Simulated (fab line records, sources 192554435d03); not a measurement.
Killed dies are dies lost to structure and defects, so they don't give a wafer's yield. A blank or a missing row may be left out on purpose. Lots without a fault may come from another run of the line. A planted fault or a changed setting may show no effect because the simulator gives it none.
Chamber matching | flow n5_finfet | N5_BEOL_M9_DESCUM_16 on rie_diel-01: 4 sister chambers
The step chemistry O2, time 7.9 s. 18 wafers are shown with their chamber, then 9 later ones without.

WAFERS WITH THEIR CHAMBER
wafer  | chamber | throttle_valve_pct (%) | showerhead_plenum_p_Torr (Torr) | oes_product_au (a.u.)
L074.2 | 0       | 20.76                  | 2.09                            | 0.76
L074.3 | 1       | 20.35                  | 2.15                            | 0.70
L074.6 | 3       | 20.71                  | 2.01                            | 0.73
L078.2 | 0       | 20.78                  | 2.09                            | 0.75
L078.3 | 2       | 20.32                  | 2.09                            | 0.79
L078.6 | 0       | 20.77                  | 2.09                            | 0.75
L079.1 | 3       | 20.73                  | 2.01                            | 0.72
L079.2 | 0       | 20.78                  | 2.09                            | 0.76
L079.5 | 0       | 20.79                  | 2.09                            | 0.75
L080.1 | 2       | 20.33                  | 2.09                            | 0.78
L080.4 | 2       | 20.31                  | 2.09                            | 0.78
L080.5 | 1       | 20.36                  | 2.14                            | 0.69
L083.1 | 0       | 20.77                  | 2.09                            | 0.74
L083.3 | 3       | 20.75                  | 2.01                            | 0.72
L083.5 | 1       | 20.35                  | 2.14                            | 0.69
L086.1 | 3       | 20.75                  | 2.00                            | 0.72
L086.3 | 0       | 20.77                  | 2.08                            | 0.75
L086.4 | 2       | 20.34                  | 2.08                            | 0.77

SIGNATURES (means of the wafers above)
reading                  | chamber 0 | chamber 1 | chamber 2 | chamber 3 | scatter within a chamber
throttle_valve_pct       | 20.7743   | 20.3533   | 20.3250   | 20.7350   | 0.0126
showerhead_plenum_p_Torr | 2.0886    | 2.1433    | 2.0875    | 2.0075    | 0.00465
oes_product_au           | 0.7514    | 0.6933    | 0.7800    | 0.7225    | 0.00669
Rule: a wafer's distance from a chamber is the root of the sum, over the readings, of the square of ((its reading less the chamber's mean) divided by the reading's scatter). The wafer belongs to the nearest chamber; if the next one is less than 2 further off, it can't be placed. The scatter: the root of (the sum of the squares of (reading less its chamber's mean) over the shown wafers, divided by (wafers less chambers)).

WAFERS WITHOUT THEIR CHAMBER
wafer  | throttle_valve_pct (%) | showerhead_plenum_p_Torr (Torr) | oes_product_au (a.u.)
L093.2 | 20.39                  | 2.13                            | 0.69
L093.4 | 20.34                  | 2.08                            | 0.75
L093.6 | 20.36                  | 2.13                            | 0.68
L091.3 | 20.37                  | 2.13                            | 0.68
L091.5 | 20.34                  | 2.08                            | 0.76
L091.6 | 20.36                  | 2.13                            | 0.68
L092.1 | 20.37                  | 2.13                            | 0.68
L092.2 | 20.76                  | 2.00                            | 0.71
L092.3 | 20.81                  | 2.08                            | 0.72

WHICH CHAMBER EACH WENT THROUGH
wafer  | from the rows above | in truth
L093.2 | 1                   | 1
L093.4 | 2                   | 2
L093.6 | 1                   | 1
L091.3 | 1                   | 1
L091.5 | 2                   | 2
L091.6 | 1                   | 1
L092.1 | 1                   | 1
L092.2 | 3                   | 3
L092.3 | 0                   | 0
Placed correctly: 9 of 9. Can't be placed from these rows: 0. Placed wrongly: 0.
